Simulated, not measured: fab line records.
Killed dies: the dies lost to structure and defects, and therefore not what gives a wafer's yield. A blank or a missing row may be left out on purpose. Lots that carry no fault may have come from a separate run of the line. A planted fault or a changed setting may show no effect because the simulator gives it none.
fab line records	flow n5_finfet
[record] lots = 7	wafers = 39
route steps=1938 shown BEOL_M6@1194 BEOL_M7@1263 BEOL_M9@1440 BEOL_M15@1819 TV_OPEN@1890
start_h: hours from the record's first day to the start of the lot's first wafer shown	wait_h: hours elapsed since this lot's preceding step	" repeats the value in the row above	L1.1+2: a row that stands for several wafers	- no value present, or no start provided	* or withheld: withheld	< > ~ a bound
route shown NAME@n: a module of which the file shows steps, and the number in the route of the first	usual: mean and standard deviation over wafers with no fault	same: alike in all rows	chamber/n: place in a boat	sites: the reading at each site	_std_site: standard deviation across them	_edge_site: the outer-site mean with the inner-site mean subtracted	radius_mm: for every site, how far away it sits from the centre of the wafer	mask NAME#n: copy n	behind: the last tool/chamber to shape the wafer	hold: reason for holding the lot/hours on hold/outcome of the hold	device: whichever transistor did not switch (one of n, p or np)	end of line: tests of these same wafers at the route's end	a step without rows: its recipe alone	killed: dies that structure and defects cost at the first sort, which is not the same as the wafer's yield	map: a wafer's dies, x killed, . not, _ none there
set.NAME: the setting as run; set.NAME@STEP: as run at that earlier step	model.NAME: the simulator's own value behind a step, which no gauge read
lots run with intentionally changed settings; tables by step, rows by wafer
[[steps]]
[step N5_BEOL_M6_ILD_DEP_00]
[recipe] material = SiCOH_lowk	target_thk_a = 1797.5	temp_c = 300	precursor = DEMS/porogen	pressure_torr = 5	rf_w = 500	time_s = 33.4
lot.wafer	tool	chamber	start_h	wait_h	set.target_thk_a	model.SiCOH_lowk_of_BEOL_M6_ILD_DEP_00.thk_nm
L075.1	pecvd-03	1	255.64	0.0	800.3	79
L075.2	"	2	"	"	800.3	77.8
L075.3	"	0	"	"	1797.5	175.8
L075.4	"	1	"	"	1797.5	178.4
L075.5	"	0	"	"	1797.5	177
L075.6	"	2	"	"	800.3	78.4
L083.1	pecvd-01	0	287.66	0.0	1797.5	177.2
L083.2	"	2	"	"	1797.5	175.4
L083.6	"	0	"	"	1797.5	179.6
L085.1	pecvd-01	0	302.55	0.0	1797.5	178.4
L085.2	"	2	"	"	1797.5	178.6
L085.3	"	1	"	"	2217	220.4
L085.4	"	1	"	"	2217	226.4
L085.5	"	0	"	"	2217	223
L085.6	"	2	"	"	1797.5	180.2
L086.1	pecvd-02	2	307.99	0.0	1797.5	179.4
L086.2	"	0	"	"	2181	215.2
L086.3	"	1	"	"	1797.5	179.8
L086.4	"	2	"	"	1797.5	180.8
L086.5	"	1	"	"	2181	220.4
L086.6	"	0	"	"	2181	217.6
L088.1	pecvd-02	0	324.86	0.0	1797.5	178.4
L088.2	"	1	"	"	2210	218.2
L088.3	"	2	"	"	1797.5	175
L088.4	"	2	"	"	1797.5	179.6
L088.5	"	0	"	"	2210	222.2
L088.6	"	1	"	"	2210	218.8
L089.1	pecvd-01	2	328.95	0.0	1797.5	175.6
L089.2	"	1	"	"	1259	124.8
L089.3	"	1	"	"	1797.5	181.4
L089.4	"	2	"	"	1259	128.4
L089.5	"	1	"	"	1797.5	181.2
L089.6	"	2	"	"	1259	128
L091.1	pecvd-02	1	336.51	0.0	1797.5	177.4
L091.2	"	0	"	"	1797.5	176.6
L091.3	"	2	"	"	1507	147
L091.4	"	0	"	"	1507	149.2
L091.5	"	2	"	"	1797.5	180
L091.6	"	1	"	"	1507	149.6
[step N5_BEOL_M6_CURE_74]
[recipe] temp_c = 385	time_s = 240	ambient = He/Ar	material = SiCOH_lowk
lot.wafer	tool	chamber	start_h	wait_h	set.target_thk_a@BEOL_M6_ILD_DEP_00	model.SiCOH_lowk_of_BEOL_M6_ILD_DEP_00.thk_nm
L075.1	uv_cure-03	2	255.71	0.0	800.3	67.8
L075.2	"	2	"	"	800.3	66.6
L075.3	"	2	"	"	1797.5	151.6
L075.4	"	2	"	"	1797.5	153.8
L075.5	"	2	"	"	1797.5	152.6
L075.6	"	2	"	"	800.3	67.2
L083.1	uv_cure-03	1	287.73	0.0	1797.5	152.8
L083.2	"	1	"	"	1797.5	151.2
L083.6	"	1	"	"	1797.5	154.8
L085.1	uv_cure-01	2	302.61	0.0	1797.5	153.8
L085.2	"	2	"	"	1797.5	154
L085.3	"	2	"	"	2217	190.6
L085.4	"	2	"	"	2217	195.8
L085.5	"	2	"	"	2217	192.8
L085.6	"	2	"	"	1797.5	155.4
L086.1	uv_cure-01	1	308.05	0.0	1797.5	154.8
L086.2	"	1	"	"	2181	186
L086.3	"	1	"	"	1797.5	155
L086.4	"	1	"	"	1797.5	156
L086.5	"	1	"	"	2181	190.6
L086.6	"	1	"	"	2181	188
L088.1	uv_cure-01	2	324.92	0.0	1797.5	153.8
L088.2	"	2	"	"	2210	188.6
L088.3	"	2	"	"	1797.5	150.8
L088.4	"	2	"	"	1797.5	154.8
L088.5	"	2	"	"	2210	192
L088.6	"	2	"	"	2210	189.2
L089.1	uv_cure-02	2	329.03	0.1	1797.5	151.4
L089.2	"	2	"	"	1259	107.4
L089.3+5	"	2	"	"	1797.5	156.4
L089.4	"	2	"	"	1259	110.4
L089.6	"	2	"	"	1259	110
L091.1	uv_cure-03	1	336.81	0.3	1797.5	153
L091.2	"	1	"	"	1797.5	152.2
L091.3	"	1	"	"	1507	126.4
L091.4	"	1	"	"	1507	128.4
L091.5	"	1	"	"	1797.5	155.2
L091.6	"	1	"	"	1507	128.8
[step N5_BEOL_M6_THK_MEAS_01]
[recipe] reads = SiCOH_lowk_of_BEOL_M6_ILD_DEP_00
[usual] M6_ILD_THK = 154.8/2
lot.wafer	tool	chamber	start_h	wait_h	set.target_thk_a@BEOL_M6_ILD_DEP_00	M6_ILD_THK[nm]
L075.1	film_metro-01	-	256.70	0.8	800.3	67.7
L075.2	"	-	"	"	800.3	66.6
L075.3	"	-	"	"	1797.5	151.4
L075.4	"	-	"	"	1797.5	153.8
L075.5	"	-	"	"	1797.5	152.7
L075.6	"	-	"	"	800.3	67.3
L083.1	film_metro-01	-	288.24	0.4	1797.5	152.8
L083.2	"	-	"	"	1797.5	151.1
L083.6	"	-	"	"	1797.5	154.9
L085.1	film_metro-01	-	303.12	0.4	1797.5	153.7
L085.2	"	-	"	"	1797.5	154.2
L085.3	"	-	"	"	2217	190.6
L085.4	"	-	"	"	2217	195.8
L085.5	"	-	"	"	2217	192.8
L085.6	"	-	"	"	1797.5	155.3
L086.1	film_metro-02	-	308.57	0.4	1797.5	154.9
L086.2	"	-	"	"	2181	186.0
L086.3	"	-	"	"	1797.5	155.1
L086.4	"	-	"	"	1797.5	155.9
L086.5	"	-	"	"	2181	190.5
L086.6	"	-	"	"	2181	188.0
L088.1	film_metro-02	-	325.43	0.4	1797.5	153.8
L088.2	"	-	"	"	2210	188.5
L088.3	"	-	"	"	1797.5	150.7
L088.4	"	-	"	"	1797.5	154.8
L088.5	"	-	"	"	2210	192.0
L088.6	"	-	"	"	2210	189.1
L089.1	film_metro-01	-	329.55	0.4	1797.5	151.3
L089.2	"	-	"	"	1259	107.4
L089.3	"	-	"	"	1797.5	156.5
L089.4	"	-	"	"	1259	110.3
L089.5	"	-	"	"	1797.5	156.3
L089.6	"	-	"	"	1259	110.0
L091.1	film_metro-01	-	337.32	0.4	1797.5	153.1
L091.2	"	-	"	"	1797.5	152.2
L091.3	"	-	"	"	1507	126.5
L091.4	"	-	"	"	1507	128.4
L091.5	"	-	"	"	1797.5	155.3
L091.6	"	-	"	"	1507	128.8
[step N5_BEOL_M7_ILD_DEP_00]
[recipe] material = SiCOH_lowk	target_thk_a = 1797.5	temp_c = 300	precursor = DEMS/porogen	pressure_torr = 5	rf_w = 500	time_s = 33.4
lot.wafer	tool	chamber	start_h	wait_h	set.time_s	model.SiCOH_lowk_of_BEOL_M7_ILD_DEP_00.thk_nm
L075.1	pecvd-04	2	263.13	0.0	33.4	179.8
L075.2	"	1	"	"	33.4	181.8
L075.3	"	0	"	"	33.4	179.4
L075.4	"	1	"	"	19.14	108.6
L075.5	"	0	"	"	19.14	107.2
L075.6	"	2	"	"	19.14	107.8
L083.1	pecvd-04	2	299.01	0.0	33.4	179.2
L083.2	"	1	"	"	33.4	181.4
L083.6	"	0	"	"	33.4	183
L085.1	pecvd-01	1	313.35	0.0	33.4	175.2
L085.2	"	2	"	"	33.4	176.4
L085.3	"	1	"	"	33.4	178
L085.4	"	2	"	"	33.4	179
L085.5	"	2	"	"	33.4	179.6
L085.6	"	1	"	"	33.4	179.4
L086.1	pecvd-03	0	317.88	0.0	33.4	179.6
L086.2	"	1	"	"	13.55	75.8
L086.3	"	2	"	"	33.4	177.2
L086.4	"	1	"	"	13.55	78.6
L086.5	"	2	"	"	13.55	76
L086.6	"	0	"	"	33.4	182.4
L088.1	pecvd-01	1	332.38	0.0	33.4	176.8
L088.2	"	2	"	"	33.4	176
L088.3+4	"	1,2	"	"	33.4	179.4
L088.5+6	"	2,1	"	"	33.4	178.6
L089.1	pecvd-03	2	337.76	0.0	33.4	178.8
L089.2+3	"	1,0	"	"	33.4	179.4
L089.4	"	0	"	"	33.4	181.2
L089.5	"	1	"	"	33.4	180.6
L089.6	"	2	"	"	33.4	180.8
L091.1	pecvd-01	2	345.32	0.0	33.4	178.6
L091.2	"	1	"	"	33.4	178.8
L091.3	"	0	"	"	33.4	179.2
L091.4	"	0	"	"	33.4	182.8
L091.5	"	1	"	"	33.4	179.4
L091.6	"	2	"	"	33.4	179.6
[step N5_BEOL_M7_CURE_74]
[recipe] temp_c = 385	time_s = 240	ambient = He/Ar	material = SiCOH_lowk
lot.wafer	tool	chamber	start_h	wait_h	set.time_s@BEOL_M7_ILD_DEP_00	model.SiCOH_lowk_of_BEOL_M7_ILD_DEP_00.thk_nm
L075.1	uv_cure-02	1	263.19	0.0	33.4	155.2
L075.2	"	1	"	"	33.4	156.8
L075.3	"	1	"	"	33.4	154.6
L075.4	"	1	"	"	19.14	93.2
L075.5	"	1	"	"	19.14	92.2
L075.6	"	1	"	"	19.14	92.6
L083.1	uv_cure-01	2	299.12	0.1	33.4	154.6
L083.2	"	2	"	"	33.4	156.4
L083.6	"	2	"	"	33.4	157.8
L085.1	uv_cure-03	0	313.95	0.6	33.4	151.2
L085.2	"	0	"	"	33.4	152
L085.3	"	0	"	"	33.4	153.4
L085.4	"	0	"	"	33.4	154.4
L085.5	"	0	"	"	33.4	155
L085.6	"	0	"	"	33.4	154.6
L086.1	uv_cure-02	0	317.95	0.0	33.4	154.8
L086.2	"	0	"	"	13.55	65
L086.3	"	0	"	"	33.4	152.8
L086.4	"	0	"	"	13.55	67.2
L086.5	"	0	"	"	13.55	65.2
L086.6	"	0	"	"	33.4	157.4
L088.1	uv_cure-03	0	332.47	0.1	33.4	152.4
L088.2	"	0	"	"	33.4	151.8
L088.3+4	"	0	"	"	33.4	154.6
L088.5+6	"	0	"	"	33.4	154
L089.1	uv_cure-03	2	338.55	0.8	33.4	154.2
L089.2	"	2	"	"	33.4	154.8
L089.3	"	2	"	"	33.4	154.6
L089.4	"	2	"	"	33.4	156.4
L089.5	"	2	"	"	33.4	155.8
L089.6	"	2	"	"	33.4	156
L091.1	uv_cure-02	1	345.39	0.0	33.4	154
L091.2	"	1	"	"	33.4	154.2
L091.3	"	1	"	"	33.4	154.4
L091.4	"	1	"	"	33.4	157.6
L091.5	"	1	"	"	33.4	154.6
L091.6	"	1	"	"	33.4	154.8
[step N5_BEOL_M7_THK_MEAS_01]
[recipe] reads = SiCOH_lowk_of_BEOL_M7_ILD_DEP_00
[usual] M7_ILD_THK = 155.9/2
lot.wafer	tool	chamber	start_h	wait_h	set.time_s@BEOL_M7_ILD_DEP_00	M7_ILD_THK[nm]
L075.1	film_metro-02	-	263.70	0.4	33.4	155.2
L075.2	"	-	"	"	33.4	156.7
L075.3	"	-	"	"	33.4	154.7
L075.4	"	-	"	"	19.14	93.3
L075.5	"	-	"	"	19.14	92.2
L075.6	"	-	"	"	19.14	92.7
L083.1	film_metro-02	-	299.63	0.4	33.4	154.6
L083.2	"	-	"	"	33.4	156.4
L083.6	"	-	"	"	33.4	157.8
L085.1	film_metro-02	-	314.46	0.4	33.4	151.1
L085.2	"	-	"	"	33.4	152.0
L085.3	"	-	"	"	33.4	153.4
L085.4	"	-	"	"	33.4	154.3
L085.5	"	-	"	"	33.4	154.9
L085.6	"	-	"	"	33.4	154.8
L086.1	film_metro-01	-	318.46	0.4	33.4	154.7
L086.2	"	-	"	"	13.55	65.0
L086.3	"	-	"	"	33.4	152.8
L086.4	"	-	"	"	13.55	67.3
L086.5	"	-	"	"	13.55	65.2
L086.6	"	-	"	"	33.4	157.4
L088.1	film_metro-01	-	332.98	0.4	33.4	152.4
L088.2	"	-	"	"	33.4	151.6
L088.3	"	-	"	"	33.4	154.7
L088.4	"	-	"	"	33.4	154.8
L088.5	"	-	"	"	33.4	153.8
L088.6	"	-	"	"	33.4	153.9
L089.1	film_metro-02	-	339.06	0.4	33.4	154.3
L089.2	"	-	"	"	33.4	154.9
L089.3	"	-	"	"	33.4	154.7
L089.4	"	-	"	"	33.4	156.4
L089.5	"	-	"	"	33.4	155.7
L089.6	"	-	"	"	33.4	155.9
L091.1	film_metro-01	-	345.90	0.4	33.4	154.0
L091.2	"	-	"	"	33.4	154.3
L091.3	"	-	"	"	33.4	154.5
L091.4	"	-	"	"	33.4	157.6
L091.5	"	-	"	"	33.4	154.5
L091.6	"	-	"	"	33.4	154.9
[step N5_BEOL_M9_ETCH_66]
[recipe] chemistry = N2/H2	target = SOC	target_depth_a = 800	overetch_a = 160	mask_material = SiARC	temp_c = 40	time_s = 120	ion_energy_ev = 200	pressure_mtorr = 30	source_w = 840	bias_w = 150	n2_flow_sccm = 200	h2_flow_sccm = 200
lot.wafer	tool	chamber	start_h	wait_h	set.time_s	model.SiARC_of_BEOL_M9_COAT_64.thk_nm
L075.1	rie_diel-03	2	280.61	0.0	180.6	3.8
L075.2+3+6	"	0,3,0	"	"	120	6.6
L075.4+5	"	1	"	"	180.6	3.6
L083.1	rie_diel-06	2	320.79	0.0	120	6.6
L083.2+6	"	1,3	"	"	120	6.4
L085.1+4	rie_diel-03	0,3	336.12	0.0	120	6.6
L085.2+3+5+6	"	2,1,1,2	"	"	120	6.4
L086.1+4	rie_diel-06	2,3	339.99	0.0	120	6.4
L086.2+5	"	1	"	"	100	7.2
L086.3	"	0	"	"	100	7
L086.6	"	0	"	"	120	6.2
L088.1+6	rie_diel-03	3,0	353.24	0.0	120	6.6
L088.2	"	0	"	"	93.85	7.8
L088.3	"	1	"	"	120	6.4
L088.4+5	"	2,1	"	"	93.85	7.6
L089.1+6	rie_diel-06	2,0	359.51	0.0	120	6.2
L089.2+4	"	1,3	"	"	75.07	8.4
L089.3	"	0	"	"	75.07	8.2
L089.5	"	3	"	"	120	6.4
L091.1+2+6	rie_diel-06	3,2,3	369.23	0.0	172	4
L091.3+4+5	"	1,0,0	"	"	120	6.2
[step N5_BEOL_M15_SPUTTER_43]
[recipe] material = TaN	target_thk_a = 150	temp_c = 50	bias_v = 168.6	power_w = 15000	chamber_pressure_pa = 0.12	time_s = 24.19
lot.wafer	tool	chamber	start_h	wait_h	set.target_thk_a	model.TaN_of_BEOL_M15_SPUTTER_43.thk_nm
L075.1	pvd_sputter-01	-	323.43	0.0	150	14.8
L075.2+5	"	-	"	"	77.48	7.8
L075.3+6	"	-	"	"	150	15
L075.4	"	-	"	"	77.48	7.6
L083.1+6	pvd_sputter-03	-	360.63	0.0	150	14.8
L083.2	"	-	"	"	150	15
L086.1+2+3+6	pvd_sputter-01	-	384.97	0.0	150	14.8
L086.4+5	"	-	"	"	150	15
L085.1	pvd_sputter-02	-	388.23	0.0	69.25	6.8
L085.2+4+5	"	-	"	"	150	15
L085.3+6	"	-	"	"	69.25	7
L088.1	pvd_sputter-01	-	397.65	0.0	83.56	8.2
L088.2+4+6	"	-	"	"	150	14.6
L088.3+5	"	-	"	"	83.56	8
L089.1	pvd_sputter-02	-	406.00	0.0	210.7	21
L089.2	"	-	"	"	150	15.2
L089.3+6	"	-	"	"	150	15
L089.4+5	"	-	"	"	210.7	21.2
L091.1	pvd_sputter-01	-	413.82	0.0	150	14.8
L091.2+3+4	"	-	"	"	181.5	17.8
L091.5+6	"	-	"	"	150	14.6
[step N5_BEOL_M15_SPUTTER_44]
[recipe] material = Ta	target_thk_a = 150	temp_c = 50	bias_v = 80	power_w = 15000	chamber_pressure_pa = 0.07	time_s = 24.19
[step N5_BEOL_M15_SPUTTER_45]
[recipe] material = Cu	target_thk_a = 1000	temp_c = -20	bias_v = 60	power_w = 26000	chamber_pressure_pa = 0.13	time_s = 16.67
[step N5_BEOL_M15_ECD_47]
[recipe] material = Cu	target_thk_a = 18600
[step N5_BEOL_M15_ANNEAL_48]
[recipe] temp_c = 225	time_s = 90	ambient = N2
[step N5_BEOL_M15_CMP_49]
[recipe] stop_on = SiO2	t_overpolish_s = 4.9	down_force_psi = 2	platen_rpm = 80	clearing_platen_down_force_psi = 2	clearing_platen_rpm = 80	post_cmp_clean = cu_alkaline	target_thk_nm = 850	clearing_platen_pad_velocity_m_s = 1.5917	pad_velocity_m_s = 1.5917
[usual] barrier_field_endpoint_s = 11.34/0.22
lot.wafer	tool	chamber	start_h	wait_h	set.target_thk_a@BEOL_M15_SPUTTER_43	barrier_field_endpoint_s
L075.2	cmp-04	1	324.53	0.2	77.48	8.60
L075.4	"	2	"	"	77.48	8.55
L075.3	"	3	"	"	150	11.57
L075.1	"	0	"	"	150	11.78
L075.5	"	1	"	"	77.48	8.36
L075.6	"	2	"	"	150	11.53
L083.2	cmp-03	0	361.45	0.2	150	11.35
L083.1	"	2	"	"	150	11.65
L083.6	"	0	"	"	150	11.53
L086.4	cmp-04	1	385.80	0.1	150	11.10
L086.3	"	2	"	"	150	11.18
L086.1	"	3	"	"	150	11.21
L086.2	"	0	"	"	150	11.46
L086.6	"	1	"	"	150	11.07
L086.5	"	2	"	"	150	11.02
L085.1	cmp-03	2	389.07	0.3	69.25	8.30
L085.3	"	3	"	"	69.25	8.66
L085.2	"	0	"	"	150	11.54
L085.4	"	1	"	"	150	11.60
L085.6	"	2	"	"	69.25	8.33
L085.5	"	3	"	"	150	11.70
L088.3	cmp-03	1	398.83	0.2	83.56	8.82
L088.1	"	2	"	"	83.56	8.81
L088.4	"	3	"	"	150	11.25
L088.2	"	0	"	"	150	11.12
L088.6	"	1	"	"	150	11.43
L088.5	"	2	"	"	83.56	8.98
L089.2	cmp-03	3	407.00	0.4	150	11.46
L089.3	"	0	"	"	150	11.39
L089.4	"	1	"	"	210.7	13.51
L089.1	"	2	"	"	210.7	13.85
L089.6	"	3	"	"	150	11.38
L089.5	"	0	"	"	210.7	13.74
L091.3	cmp-04	0	414.80	0.2	181.5	12.35
L091.2	"	1	"	"	181.5	12.09
L091.1	"	2	"	"	150	11.08
L091.4	"	3	"	"	181.5	12.00
L091.6	"	0	"	"	150	11.30
L091.5	"	1	"	"	150	10.84
[step N5_PASSIVATION_ETCH_15]
[recipe] chemistry = CF4/N2	target = SiCN	target_depth_a = 750	taper_deg = 2	time_s = 81.2	ion_energy_ev = 150	mask_material = SiNx	pressure_mtorr = 40	source_w = 430	bias_w = 70	Ar_flow_sccm = 100	cf4_flow_sccm = 60	n2_flow_sccm = 60
lot.wafer	tool	chamber	start_h	wait_h	set.target_depth_a	model.etch.depth_nm
L075.1	rie_diel-03	0	-	-	750	63.54
L075.2	"	3	"	"	750	64.35
L075.3	"	1	"	"	750	65.53
L075.4	"	2	"	"	750	63.18
L075.5	"	1	"	"	750	64.83
L075.6	"	2	"	"	750	63.08
L083.1	rie_diel-01	2	-	-	750	66.43
L083.2	"	3	"	"	750	66.19
L083.6	"	1	"	"	750	64.03
L086.1	rie_diel-03	3	-	-	912	77.95
L086.2	"	1	"	"	750	65.98
L086.3	"	2	"	"	912	77.41
L086.4	"	1	"	"	750	66.72
L086.5	"	2	"	"	912	77.13
L086.6	"	3	"	"	750	64.84
L085.1	rie_diel-06	3	-	-	1003	85.98
L085.2	"	1	"	"	1003	87.66
L085.3	"	2	"	"	1003	86.65
L085.4	"	0	"	"	750	66.9
L085.5	"	3	"	"	750	64.55
L085.6	"	0	"	"	750	66.22
L088.1	rie_diel-06	3	-	-	1134	98.02
L088.2	"	0	"	"	750	66.83
L088.3	"	1	"	"	750	65.94
L088.4	"	2	"	"	750	64.9
L088.5	"	2	"	"	1134	97.24
L088.6	"	1	"	"	1134	99.48
L089.1	rie_diel-03	1	-	-	750	65.51
L089.2	"	3	"	"	750	64.39
L089.3	"	0	"	"	750	65.26
L089.4	"	2	"	"	750	63.26
L089.5	"	1	"	"	750	65.67
L089.6	"	0	"	"	750	65.73
L091.1	rie_diel-01	2	-	-	546.3	48.4
L091.2	"	0	"	"	750	63.7
L091.3	"	3	"	"	546.3	48.54
L091.4	"	1	"	"	750	64.34
L091.5	"	2	"	"	750	67.32
L091.6	"	1	"	"	546.3	46.93
[[key]]
[split] step = N5_BEOL_M6_ILD_DEP_00	setting = target_thk_a	stated = 1797.5	by = wafer
[response] step = N5_BEOL_M6_ILD_DEP_00	reading = model.SiCOH_lowk_of_BEOL_M6_ILD_DEP_00.thk_nm	change = +1.79	per = 1%	r = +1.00
[response] step = N5_BEOL_M6_CURE_74	reading = model.SiCOH_lowk_of_BEOL_M6_ILD_DEP_00.thk_nm	change = +1.56	per = 1%	r = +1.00
[response] step = N5_BEOL_M6_THK_MEAS_01	reading = M6_ILD_THK	change = +1.56	per = 1%	r = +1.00
[split] step = N5_BEOL_M7_ILD_DEP_00	setting = time_s	stated = 33.4	by = wafer
[response] step = N5_BEOL_M7_ILD_DEP_00	reading = model.SiCOH_lowk_of_BEOL_M7_ILD_DEP_00.thk_nm	change = +1.72	per = 1%	r = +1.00
[response] step = N5_BEOL_M7_CURE_74	reading = model.SiCOH_lowk_of_BEOL_M7_ILD_DEP_00.thk_nm	change = +1.49	per = 1%	r = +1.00
[response] step = N5_BEOL_M7_THK_MEAS_01	reading = M7_ILD_THK	change = +1.49	per = 1%	r = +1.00
[split] step = N5_BEOL_M9_ETCH_66	setting = time_s	stated = 120	by = wafer
[response] step = N5_BEOL_M9_ETCH_66	reading = model.SiARC_of_BEOL_M9_COAT_64.thk_nm	change = -0.0545	per = 1%	r = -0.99
[split] step = N5_BEOL_M15_SPUTTER_43	setting = target_thk_a	stated = 150	by = wafer
[response] step = N5_BEOL_M15_SPUTTER_43	reading = model.TaN_of_BEOL_M15_SPUTTER_43.thk_nm	change = +0.149	per = 1%	r = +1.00
[response] step = N5_BEOL_M15_CMP_49	reading = barrier_field_endpoint_s	change = +0.0586	per = 1%	r = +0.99
[split] step = N5_PASSIVATION_ETCH_15	setting = target_depth_a	stated = 750	by = wafer
[response] step = N5_PASSIVATION_ETCH_15	reading = model.etch.depth_nm	change = +0.62	per = 1%	r = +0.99
